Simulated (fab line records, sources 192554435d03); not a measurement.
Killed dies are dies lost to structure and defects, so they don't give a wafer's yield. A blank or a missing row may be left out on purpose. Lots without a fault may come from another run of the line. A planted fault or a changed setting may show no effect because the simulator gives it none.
fab line records | flow n5_finfet
record lots=7 wafers=39
route steps=1938 shown ZERO_LAYER@4 FIN_SAQP@138 SD_EPI_N@279 MOL_CONTACT_COAG@616 BEOL_M1@797
start_h: hours from the record's first day to the start of the lot's first wafer shown | wait_h: hours since the lot's step before | " the same as in the row above | L1.1+2: a row that stands for several wafers | - no value, or no start given | * or withheld: withheld | < > ~ a bound
route shown NAME@n: a module of which the file shows steps, and the number in the route of the first | usual: mean/standard deviation of fault-free wafers | same: alike in all rows | chamber/n: place in a boat | sites: the reading at each site | _std_site: their standard deviation | _edge_site: outer sites' mean less inner sites' | radius_mm: how far each site lies from the wafer's centre | mask NAME#n: copy n | behind: the tool/chamber that last shaped the wafer | hold: why the lot was held/for how many hours/how that ended | device: the transistor (n, p or np) that didn't switch | end of line: the same wafers' tests at the end of the route | a step without rows: its recipe alone | killed: dies lost to structure and defects at the first sort, not the wafer's yield | map: a wafer's dies, x killed, . not, _ none there
set.NAME: the setting as run; set.NAME@STEP: as run at that earlier step | model.NAME: the simulator's own value behind a step, which no gauge read
lots whose settings were changed on purpose; a table a step, a row a wafer
## steps
# step N5_ZERO_LAYER_PECVD_02
# recipe material=SiO2 target_thk_a=100 temp_c=400 precursor=SiH4/N2O pressure_torr=0.75 rf_w=275 time_s=6
# columns lot.wafer tool chamber start_h wait_h set.time_s model.SiO2_of_ZERO_LAYER_PECVD_02.thk_nm
L075.1 pecvd-01 2 18.28 0.0 6 9.954
L075.2 " 0 " " 6 10.06
L075.3 " 1 " " 6 9.994
L075.4 " 1 " " 3.021 4.899
L075.5 " 0 " " 3.021 5.125
L075.6 " 2 " " 3.021 5.066
L081.1 pecvd-04 1 54.28 0.0 6 10.06
L081.2 " 2 " " 8.081 13.38
L081.3 " 0 " " 8.081 13.54
L081.4 " 2 " " 6 10.41
L081.5 " 0 " " 8.081 13.6
L081.6 " 1 " " 6 10.11
L084.1 pecvd-03 0 72.29 0.0 6 9.874
L084.2 " 2 " " 6 9.999
L084.3 " 1 " " 6 9.985
L084.4 " 0 " " 6 10.19
L084.5 " 2 " " 6 9.978
L084.6 " 1 " " 6 10.05
L086.1 pecvd-03 0 84.29 0.0 6 9.903
L086.2 " 1 " " 6 9.96
L086.3 " 2 " " 6 10.07
L086.4 " 1 " " 6 10.26
L086.5 " 0 " " 6 10.11
L086.6 " 2 " " 6 10.16
L090.1 pecvd-04 0 108.28 0.0 6 9.842
L090.2 " 2 " " 6 9.889
L090.3 " 1 " " 6 9.807
L090.4 " 0 " " 6 10.05
L090.5 " 1 " " 6 9.981
L090.6 " 2 " " 6 10.07
L092.1 pecvd-03 2 120.28 0.0 3.408 5.671
L092.2 " 1 " " 6 9.752
L092.3 " 0 " " 6 9.926
L092.4 " 2 " " 3.408 5.802
L092.5 " 1 " " 3.408 5.489
L092.6 " 0 " " 6 10.06
L096.1 pecvd-03 2 144.29 0.0 6 9.964
L096.3 " 1 " " 6 9.736
L096.6 " 0 " " 6 10.19
# step N5_FIN_SAQP_SPACER2_ALD_28
# recipe material=SiO2 target_thk_a=81 temp_c=300 ald_precursor_family=BDEAS ald_co_reactant=O2-plasma pulse_time_s=1 purge_time_s=2 co_reactant_purge_time_s=2 pressure_torr=2
# columns lot.wafer tool chamber start_h wait_h set.target_thk_a model.SiO2_of_FIN_SAQP_SPACER2_ALD_28.thk_nm
L075.1+2+3+5+6 ald_sin-04 2,1,0,0,1 31.47 0.7 81 8.2
L075.4 " 3 " " 81 8
L081.1+3+4 ald_sin-03 3,2,0 68.61 0.1 47.93 4.8
L081.2 " 1 " " 81 8.2
L081.5+6 " 1,2 " " 81 8
L084.1+2+4 ald_sin-01 0,2,3 84.92 0.1 81 8.2
L084.3+5+6 " 1,1,2 " " 50.03 5
L086.1+4 ald_sin-03 1,3 97.37 0.1 81 8.2
L086.2+3+5 " 0,2,3 " " 107.7 10.8
L086.6 " 0 " " 81 8
L090.1+2+3+4+5+6 ald_sin-04 3,0,2,1,2,3 121.47 0.1 81 8
L092.1 ald_sin-04 1 133.58 0.1 81 8.2
L092.2+4+5 " 3,2,0 " " 94.64 9.4
L092.3+6 " 0,1 " " 81 8
L096.1+3 ald_sin-01 2,0 157.32 0.1 81 8
L096.6 " 3 " " 81 8.2
# step N5_FIN_SAQP_SPACER2_ETCHBACK_29
# recipe chemistry=CHF3/O2 mode=anisotropic_etchback target=SiO2 target_depth_a=122 time_s=6.1 pressure_mtorr=30 source_w=650 bias_w=170 Ar_flow_sccm=200 CHF3_flow_sccm=50 O2_flow_sccm=5 ion_energy_ev=200
# step N5_FIN_SAQP_MANDREL2_REMOVE_60
# recipe chemistry=HBr/Cl2/O2 bt_time_s=10 target=a-Si stop_on=SiNx endpoint=OES-SiCl over_etch_frac=1 icp_w=600 bias_w=22 HBr_flow_sccm=150 Cl2_flow_sccm=80 O2_flow_sccm=5 pressure_mtorr=10
# columns lot.wafer tool chamber start_h wait_h set.target_thk_a@FIN_SAQP_SPACER2_ALD_28 model.FIN_SAQP.cd_nm
L075.1+2+3+4+5+6 rie_si-01 0,3,1,2,0,3 31.89 0.1 81 8.2
L081.1+3+4 rie_si-03 2,3,0 69.03 0.1 47.93 4.8
L081.2+6 " 1,3 " " 81 8
L081.5 " 0 " " 81 8.2
L084.1 rie_si-04 1 85.34 0.1 81 8
L084.2+4 " 2,0 " " 81 8.2
L084.3+5+6 " 3,0,3 " " 50.03 5
L086.1+6 rie_si-03 2,3 97.78 0.1 81 8
L086.2+5 " 0,2 " " 107.7 10.8
L086.3 " 3 " " 107.7 10.6
L086.4 " 1 " " 81 8.2
L090.1+3+4+6 rie_si-03 1,2,0,3 121.88 0.1 81 8
L090.2 " 3 " " 81 7.8
L090.5 " 0 " " 81 8.2
L092.1+3 rie_si-04 1,0 134.01 0.1 81 8.2
L092.2+4+5 " 2,3,2 " " 94.64 9.4
L092.6 " 3 " " 81 8
L096.1+3+6 rie_si-04 2,0,3 157.74 0.1 81 8.2
# step N5_FIN_SAQP_CD_MEAS_31
# recipe target_cd_nm=8 landing_energy_ev=1000 detector=se_inlens polarity=line
# usual cd_nm=8.11/0.23
# columns lot.wafer tool chamber start_h wait_h set.target_thk_a@FIN_SAQP_SPACER2_ALD_28 cd_nm
L075.1 cd_sem-02 0 32.00 0.1 81 8.08
L075.2 " 0 " " 81 8.07
L075.3 " 0 " " 81 8.31
L075.4 " 0 " " 81 8.17
L075.5 " 0 " " 81 8.13
L075.6 " 0 " " 81 8.15
L081.1 cd_sem-01 0 69.14 0.1 47.93 4.92
L081.2 " 0 " " 81 7.95
L081.3 " 0 " " 47.93 4.90
L081.4 " 0 " " 47.93 4.76
L081.5 " 0 " " 81 7.87
L081.6 " 0 " " 81 7.86
L084.1 cd_sem-03 0 85.45 0.1 81 8.24
L084.2 " 0 " " 81 8.74
L084.3 " 0 " " 50.03 4.84
L084.4 " 0 " " 81 7.79
L084.5 " 0 " " 50.03 5.17
L084.6 " 0 " " 50.03 5.16
L086.1 cd_sem-01 0 97.89 0.1 81 8.08
L086.2 " 0 " " 107.7 10.68
L086.3 " 0 " " 107.7 10.24
L086.4 " 0 " " 81 7.90
L086.5 " 0 " " 107.7 10.67
L086.6 " 0 " " 81 8.06
L090.1 cd_sem-01 0 121.99 0.1 81 7.97
L090.2 " 0 " " 81 8.04
L090.3 " 0 " " 81 8.07
L090.4 " 0 " " 81 7.81
L090.5 " 0 " " 81 7.92
L090.6 " 0 " " 81 7.69
L092.1 cd_sem-02 0 134.12 0.1 81 7.89
L092.2 " 0 " " 94.64 9.63
L092.3 " 0 " " 81 7.67
L092.4 " 0 " " 94.64 9.51
L092.5 " 0 " " 94.64 9.64
L092.6 " 0 " " 81 7.83
L096.1 cd_sem-01 0 157.85 0.1 81 8.01
L096.3 " 0 " " 81 7.85
L096.6 " 0 " " 81 7.85
# step N5_FIN_SAQP_HM_OPEN_33
# recipe chemistry=CH3F/O2 target=SiNx mask_material=SiO2 target_depth_a=494 time_s=70.6 pressure_mtorr=30 source_w=395 bias_w=73 Ar_flow_sccm=150 CH3F_flow_sccm=30 O2_flow_sccm=20 ion_energy_ev=120 ends=cleared
# columns lot.wafer tool chamber start_h wait_h set.target_thk_a@FIN_SAQP_SPACER2_ALD_28 model.FIN_SAQP.cd_nm
L075.1+2+3+4+6 rie_diel-01 0,3,1,2,3 32.05 0.0 81 8.2
L075.5 " 0 " " 81 8
L081.1+4 rie_diel-02 2,1 69.19 0.0 47.93 5
L081.2+5+6 " 0,2,1 " " 81 8.2
L081.3 " 3 " " 47.93 4.8
L084.1 rie_diel-04 2 85.50 0.0 81 8
L084.2+4 " 3 " " 81 8.2
L084.3 " 2 " " 50.03 4.8
L084.5+6 " 2,3 " " 50.03 5
L086.1+4 rie_diel-04 0,2 98.04 0.1 81 8.2
L086.2 " 3 " " 107.7 11
L086.3 " 1 " " 107.7 10.6
L086.5 " 2 " " 107.7 10.8
L086.6 " 1 " " 81 8
L090.1+4+5 rie_diel-01 1,2,0 122.18 0.2 81 8.2
L090.2+3+6 " 3,0,1 " " 81 8
L092.1+3 rie_diel-02 0,2 134.19 0.1 81 8.2
L092.2+5 " 3,0 " " 94.64 9.6
L092.4 " 2 " " 94.64 9.4
L092.6 " 3 " " 81 8
L096.1+3 rie_diel-02 3,2 157.90 0.0 81 8.2
L096.6 " 2 " " 81 8
# step N5_FIN_SAQP_ETCH_34
# recipe chemistry=C4F6/O2 target=SiO2 target_depth_a=450 time_s=15 ion_energy_ev=250 pressure_mtorr=30 source_w=345 bias_w=185 Ar_flow_sccm=300 C4F6_flow_sccm=10 O2_flow_sccm=10 ends=cleared
# step N5_FIN_SAQP_STRIP_77
# recipe chemistry=N2/H2 time_s=90 power_w=100 temp_c=40 pressure_mtorr=100 rf_frequency_hz=6e+07 bias_power_w=3 n2_flow_sccm=300 h2_flow_sccm=300
# step N5_FIN_SAQP_HM_CD_35
# recipe target_cd_nm=8 polarity=line
# usual cd_nm=8.13/0.25
# columns lot.wafer tool chamber start_h wait_h set.target_thk_a@FIN_SAQP_SPACER2_ALD_28 cd_nm
L075.1 cd_sem-02 - 32.27 0.1 81 7.92
L075.2 " - " " 81 8.27
L075.3 " - " " 81 7.86
L075.4 " - " " 81 8.12
L075.5 " - " " 81 8.19
L075.6 " - " " 81 8.21
L081.1 cd_sem-01 - 69.40 0.1 47.93 4.85
L081.2 " - " " 81 7.99
L081.3 " - " " 47.93 5.23
L081.4 " - " " 47.93 4.92
L081.5 " - " " 81 8.20
L081.6 " - " " 81 8.21
L084.1 cd_sem-03 - 85.80 0.1 81 7.70
L084.2 " - " " 81 8.02
L084.3 " - " " 50.03 5.21
L084.4 " - " " 81 8.25
L084.5 " - " " 50.03 4.90
L084.6 " - " " 50.03 5.18
L086.1 cd_sem-01 - 98.26 0.1 81 7.90
L086.2 " - " " 107.7 10.84
L086.3 " - " " 107.7 10.32
L086.4 " - " " 81 8.19
L086.5 " - " " 107.7 10.77
L086.6 " - " " 81 8.05
L090.1 cd_sem-03 - 122.40 0.1 81 8.00
L090.2 " - " " 81 7.99
L090.3 " - " " 81 8.70
L090.4 " - " " 81 8.23
L090.5 " - " " 81 8.04
L090.6 " - " " 81 8.11
L092.1 cd_sem-01 - 134.40 0.1 81 8.21
L092.2 " - " " 94.64 9.39
L092.3 " - " " 81 7.97
L092.4 " - " " 94.64 9.42
L092.5 " - " " 94.64 9.55
L092.6 " - " " 81 7.66
L096.1 cd_sem-01 - 158.12 0.1 81 8.00
L096.3 " - " " 81 8.13
L096.6 " - " " 81 8.29
# step N5_FIN_SAQP_ETCH_64
# recipe chemistry=CF4 target=SiO2 target_depth_a=15 ion_energy_ev=350 pressure_mtorr=10 icp_w=800 bias_w=400 cf4_flow_sccm=80
# step N5_FIN_SAQP_FIN_ETCH_36
# recipe chemistry=HBr/Cl2/O2 target_depth_a=1200 mask_material=SiNx time_s=50.4 bias_w=102 pressure_mtorr=10 icp_w=800 HBr_flow_sccm=150 Cl2_flow_sccm=80 O2_flow_sccm=12
# step N5_FIN_SAQP_CD_MEAS_37
# recipe target_cd_nm=8 polarity=line
# usual cd_nm=8.16/0.24
# columns lot.wafer tool chamber start_h wait_h set.target_thk_a@FIN_SAQP_SPACER2_ALD_28 cd_nm
L075.1 cd_sem-02 - 32.46 0.1 81 8.30
L075.2 " - " " 81 8.40
L075.3 " - " " 81 7.77
L075.4 " - " " 81 8.05
L075.5 " - " " 81 8.21
L075.6 " - " " 81 8.04
L081.1 cd_sem-02 - 69.59 0.1 47.93 4.84
L081.2 " - " " 81 8.45
L081.3 " - " " 47.93 4.71
L081.4 " - " " 47.93 5.26
L081.5 " - " " 81 8.48
L081.6 " - " " 81 8.48
L084.1 cd_sem-02 - 85.99 0.1 81 7.65
L084.2 " - " " 81 7.97
L084.3 " - " " 50.03 4.67
L084.4 " - " " 81 7.81
L084.5 " - " " 50.03 5.10
L084.6 " - " " 50.03 5.07
L086.1 cd_sem-02 - 98.44 0.1 81 7.80
L086.2 " - " " 107.7 10.94
L086.3 " - " " 107.7 10.62
L086.4 " - " " 81 8.24
L086.5 " - " " 107.7 10.43
L086.6 " - " " 81 8.56
L090.1 cd_sem-02 - 122.59 0.1 81 8.64
L090.2 " - " " 81 8.28
L090.3 " - " " 81 8.07
L090.4 " - " " 81 8.15
L090.5 " - " " 81 8.07
L090.6 " - " " 81 8.07
L092.1 cd_sem-02 - 134.59 0.1 81 8.58
L092.2 " - " " 94.64 9.49
L092.3 " - " " 81 8.25
L092.4 " - " " 94.64 9.41
L092.5 " - " " 94.64 9.71
L092.6 " - " " 81 8.34
L096.1 cd_sem-01 - 158.30 0.1 81 8.38
L096.3 " - " " 81 7.84
L096.6 " - " " 81 7.77
# step N5_SD_EPI_N_ETCH_16
# recipe chemistry=CHF3/O2 target=SiO2 target_depth_a=50 mask_material=SOC pressure_mtorr=30 source_w=650 bias_w=170 Ar_flow_sccm=200 CHF3_flow_sccm=50 O2_flow_sccm=5 ion_energy_ev=200
# columns lot.wafer tool chamber start_h wait_h set.target_depth_a model.etch.depth_nm model.SiARC_of_SD_EPI_N_COAT_33.thk_nm
L075.1 rie_diel-01 2 55.17 0.1 70.58 7.096 10.8
L075.2 " 1 " " 70.58 7.045 11
L075.3 " 3 " " 50 5.034 12
L075.4 " 0 " " 50 4.949 12.6
L075.5 " 2 " " 70.58 7.062 10.8
L075.6 " 1 " " 50 5.047 12.4
L081.1 rie_diel-01 2 92.67 0.1 50 4.98 12
L081.2 " 0 " " 24.62 2.422 14
L081.3 " 3 " " 24.62 2.469 13.8
L081.4 " 1 " " 24.62 2.44 13.8
L081.5 " 2 " " 50 4.959 12.2
L081.6 " 1 " " 50 4.997 12.2
L084.1 rie_diel-01 0 111.79 0.1 50 4.959 12.2
L084.2 " 3 " " 50 5.073 11.8
L084.3 " 1 " " 50 5.004 12.2
L084.4 " 1 " " 50 5.013 12.2
L084.5 " 3 " " 50 5.102 11.8
L084.6 " 0 " " 50 4.96 12.4
L086.1 rie_diel-02 3 120.87 0.1 50 5.004 12.4
L086.2 " 2 " " 79.02 7.807 10.6
L086.3 " 0 " " 50 4.944 12.8
L086.4 " 0 " " 50 4.92 12.8
L086.5 " 3 " " 79.02 7.913 10.4
L086.6 " 2 " " 79.02 7.914 10.4
L090.1 rie_diel-01 3 145.13 0.1 50 5.057 11.8
L090.2 " 1 " " 50 5.048 12.2
L090.3 " 2 " " 50 5.072 12
L090.4 " 2 " " 71.96 7.255 10.4
L090.5 " 3 " " 71.96 7.283 10.2
L090.6 " 1 " " 71.96 7.249 10.6
L092.1 rie_diel-01 2 156.47 0.1 50 5.034 12
L092.2 " 0 " " 27.57 2.814 13.4
L092.3 " 1 " " 27.57 2.764 13.8
L092.4 " 3 " " 50 5.031 12
L092.5 " 0 " " 27.57 2.809 13.4
L092.6 " 3 " " 50 5.044 12
L096.1 rie_diel-01 0 186.55 0.1 50 5.102 11.6
L096.3 " 2 " " 50 5.008 12
L096.6 " 0 " " 50 5.118 11.8
# step N5_MOL_CONTACT_COAG_ETCH_124
# recipe chemistry=CH3F/O2 target=SiNx target_depth_a=65 mask_material=SOC stop_on=SiOC over_etch_frac=0.3 ion_energy_ev=120 pressure_mtorr=30 source_w=395 bias_w=73 Ar_flow_sccm=150 CH3F_flow_sccm=30 O2_flow_sccm=20 ends=end_point
# columns lot.wafer tool chamber start_h wait_h set.target_depth_a model.etch.depth_nm model.SOC_of_MOL_CONTACT_COAG_COAT_62.thk_nm
L075.1 rie_diel-02 0 105.79 0.0 65 5.02 48.8
L075.2 " 2 " " 65 4.998 48.4
L075.3 " 1 " " 65 5.017 48.8
L075.4 " 3 " " 65 5.008 48.6
L075.5 " 0 " " 65 5.032 48.8
L075.6 " 1 " " 65 5.005 48.8
L081.1 rie_diel-02 1 142.44 0.0 102.7 5.006 46.6
L081.2 " 0 " " 65 5.004 48.8
L081.3 " 2 " " 102.7 5.004 46.8
L081.4 " 3 " " 65 5.011 48.6
L081.5 " 2 " " 102.7 5.011 47
L081.6 " 1 " " 65 5.001 48.8
L084.1 rie_diel-02 2 159.40 0.0 36.16 3.587 50
L084.2 " 1 " " 36.16 3.61 49.8
L084.3 " 3 " " 36.16 3.626 49.8
L084.4 " 0 " " 65 4.983 48.6
L084.5 " 2 " " 65 5.003 48.6
L084.6 " 1 " " 65 4.996 48.4
L086.1 rie_diel-04 2 171.73 0.0 65 4.993 48.4
L086.2 " 3 " " 65 5.005 48.4
L086.3 " 1 " " 65 5.022 49
L086.4 " 0 " " 65 5.037 48.4
L086.5 " 3 " " 65 5.003 48.4
L086.6 " 2 " " 65 5.004 48.4
L090.1 rie_diel-01 1 207.60 0.0 65 5.001 48.4
L090.2 " 3 " " 42.69 4.334 49.2
L090.3 " 2 " " 42.69 4.326 49.2
L090.4 " 0 " " 42.69 4.423 49
L090.5 " 2 " " 65 5.028 48.2
L090.6 " 3 " " 65 5.006 48.2
L092.1 rie_diel-04 3 210.17 0.0 65 5.027 48.6
L092.2 " 2 " " 39.48 3.996 49.6
L092.3 " 0 " " 39.48 4.094 49.6
L092.4 " 1 " " 39.48 3.868 50.2
L092.5 " 3 " " 65 5.01 48.6
L092.6 " 2 " " 65 5.023 48.6
L096.1 rie_diel-02 1 236.08 0.0 65 4.992 48.2
L096.3 " 3 " " 65 5.025 48.4
L096.6 " 0 " " 65 5.022 48.6
# step N5_MOL_CONTACT_COAG_ETCH_48
# recipe chemistry=C4F6/O2 target_depth_a=150 overetch_a=45 mask_material=SOC target=SiOC bias_w=465 pressure_mtorr=10 time_s=17 source_w=335 Ar_flow_sccm=300 C4F6_flow_sccm=10 O2_flow_sccm=10 ion_energy_ev=576
# columns lot.wafer tool chamber start_h wait_h set.target_depth_a@MOL_CONTACT_COAG_ETCH_124 model.SOC_of_MOL_CONTACT_COAG_COAT_62.thk_nm
L075.1+3+5+6 rie_diel-02 0,1,0,1 105.83 0.0 65 46.2
L075.2 " 2 " " 65 45.8
L075.4 " 3 " " 65 46
L081.1 rie_diel-02 1 142.48 0.0 102.7 44
L081.2 " 0 " " 65 46.2
L081.3 " 2 " " 102.7 44.2
L081.4 " 3 " " 65 45.8
L081.5 " 2 " " 102.7 44.4
L081.6 " 1 " " 65 46
L084.1 rie_diel-02 2 159.44 0.0 36.16 47.4
L084.2+3 " 1,3 " " 36.16 47.2
L084.4+5 " 0,2 " " 65 46
L084.6 " 1 " " 65 45.8
L086.1+6 rie_diel-04 2 171.77 0.0 65 45.8
L086.2+4+5 " 3,0,3 " " 65 45.6
L086.3 " 1 " " 65 46.4
L090.1 rie_diel-01 1 207.64 0.0 65 45.8
L090.2+4 " 3,0 " " 42.69 46.4
L090.3 " 2 " " 42.69 46.6
L090.5 " 2 " " 65 45.6
L090.6 " 3 " " 65 45.4
L092.1+5 rie_diel-04 3 210.21 0.0 65 45.8
L092.2 " 2 " " 39.48 47
L092.3 " 0 " " 39.48 46.8
L092.4 " 1 " " 39.48 47.6
L092.6 " 2 " " 65 46
L096.1 rie_diel-02 1 236.12 0.0 65 45.6
L096.3 " 3 " " 65 45.8
L096.6 " 0 " " 65 46
# step N5_BEOL_M1_VIA_ETCH_34
# recipe chemistry=C4F6/O2 target_depth_a=678 mask_material=SOC pressure_mtorr=15 ion_energy_ev=250 taper_deg=4 time_s=64.4 source_w=350 bias_w=170 Ar_flow_sccm=300 C4F6_flow_sccm=10 O2_flow_sccm=10
# columns lot.wafer tool chamber start_h wait_h set.time_s model.etch.depth_nm model.SOC_of_BEOL_M1_COAT_67.thk_nm
L075.1 rie_diel-05 2 133.72 0.0 64.4 66.83 52.4
L075.2 " 0 " " 64.4 67.56 52.2
L075.3 " 1 " " 64.4 67.5 52.2
L075.4 " 3 " " 64.4 67.39 52
L075.5 " 3 " " 64.4 67.73 52
L075.6 " 0 " " 64.4 67.46 52.4
L081.1 rie_diel-03 3 174.48 0.0 64.4 67.87 52.2
L081.2 " 1 " " 64.4 65.48 52.4
L081.3 " 0 " " 64.4 66.2 52.4
L081.4 " 0 " " 64.4 66.71 52.4
L081.5 " 3 " " 64.4 67.76 52.4
L081.6 " 1 " " 64.4 64.89 52.8
L084.1 rie_diel-05 2 181.49 0.0 64.4 66.64 52.2
L084.2 " 3 " " 84.22 87.36 49.8
L084.3 " 0 " " 84.22 87.73 49.8
L084.4 " 1 " " 84.22 88.68 49.8
L084.5 " 1 " " 64.4 68 52
L084.6 " 2 " " 64.4 66.85 52.4
L086.1 rie_diel-06 2 201.41 0.0 64.4 67.24 52.4
L086.2 " 0 " " 26.29 27.87 57
L086.3 " 3 " " 26.29 28.18 57
L086.4 " 1 " " 26.29 27.94 56.8
L086.5 " 2 " " 64.4 66.29 52.4
L086.6 " 3 " " 64.4 68.8 52
L090.1 rie_diel-03 1 231.32 0.0 41.45 41.69 55.4
L090.2 " 0 " " 41.45 42.6 55.2
L090.3 " 2 " " 64.4 67.59 52.2
L090.4 " 1 " " 64.4 65.42 52.6
L090.5 " 2 " " 64.4 67.41 52.2
L090.6 " 0 " " 41.45 42.62 55.4
L092.1 rie_diel-06 0 235.69 0.0 64.4 67.81 52.6
L092.2 " 2 " " 64.4 65.7 52.8
L092.3 " 1 " " 97.25 102.3 48.4
L092.4 " 3 " " 97.25 103.8 48.4
L092.5 " 3 " " 97.25 102.7 48.6
L092.6 " 0 " " 64.4 66.52 53
L096.1 rie_diel-06 2 262.52 0.0 64.4 66.89 52
L096.3 " 0 " " 64.4 67.69 52
L096.6 " 3 " " 64.4 68.43 51.6
## key
split step=N5_ZERO_LAYER_PECVD_02 setting=time_s stated=6 by=wafer
response step=N5_ZERO_LAYER_PECVD_02 reading=model.SiO2_of_ZERO_LAYER_PECVD_02.thk_nm change=+0.0986 per=1% r=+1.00
split step=N5_FIN_SAQP_SPACER2_ALD_28 setting=target_thk_a stated=81 by=wafer
response step=N5_FIN_SAQP_SPACER2_ALD_28 reading=model.SiO2_of_FIN_SAQP_SPACER2_ALD_28.thk_nm change=+0.0814 per=1% r=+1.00
response step=N5_FIN_SAQP_MANDREL2_REMOVE_60 reading=model.FIN_SAQP.cd_nm change=+0.0806 per=1% r=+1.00
response step=N5_FIN_SAQP_CD_MEAS_31 reading=cd_nm change=+0.0799 per=1% r=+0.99
response step=N5_FIN_SAQP_HM_OPEN_33 reading=model.FIN_SAQP.cd_nm change=+0.0816 per=1% r=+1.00
response step=N5_FIN_SAQP_HM_CD_35 reading=cd_nm change=+0.0777 per=1% r=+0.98
response step=N5_FIN_SAQP_CD_MEAS_37 reading=cd_nm change=+0.0788 per=1% r=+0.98
split step=N5_SD_EPI_N_ETCH_16 setting=target_depth_a stated=50 by=wafer
response step=N5_SD_EPI_N_ETCH_16 reading=model.etch.depth_nm change=+0.0501 per=1% r=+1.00
response step=N5_SD_EPI_N_ETCH_16 reading=model.SiARC_of_SD_EPI_N_COAT_33.thk_nm change=-0.0358 per=1% r=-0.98
split step=N5_MOL_CONTACT_COAG_ETCH_124 setting=target_depth_a stated=65 by=wafer
response step=N5_MOL_CONTACT_COAG_ETCH_124 reading=model.etch.depth_nm shape=bent at_lowest=3.607 at_stated=5.01 at_highest=5.007
response step=N5_MOL_CONTACT_COAG_ETCH_124 reading=model.SOC_of_MOL_CONTACT_COAG_COAT_62.thk_nm change=-0.0308 per=1% r=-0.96
response step=N5_MOL_CONTACT_COAG_ETCH_48 reading=model.SOC_of_MOL_CONTACT_COAG_COAT_62.thk_nm change=-0.0302 per=1% r=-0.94
split step=N5_BEOL_M1_VIA_ETCH_34 setting=time_s stated=64.4 by=wafer
response step=N5_BEOL_M1_VIA_ETCH_34 reading=model.etch.depth_nm change=+0.685 per=1% r=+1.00
response step=N5_BEOL_M1_VIA_ETCH_34 reading=model.SOC_of_BEOL_M1_COAT_67.thk_nm change=-0.0815 per=1% r=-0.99
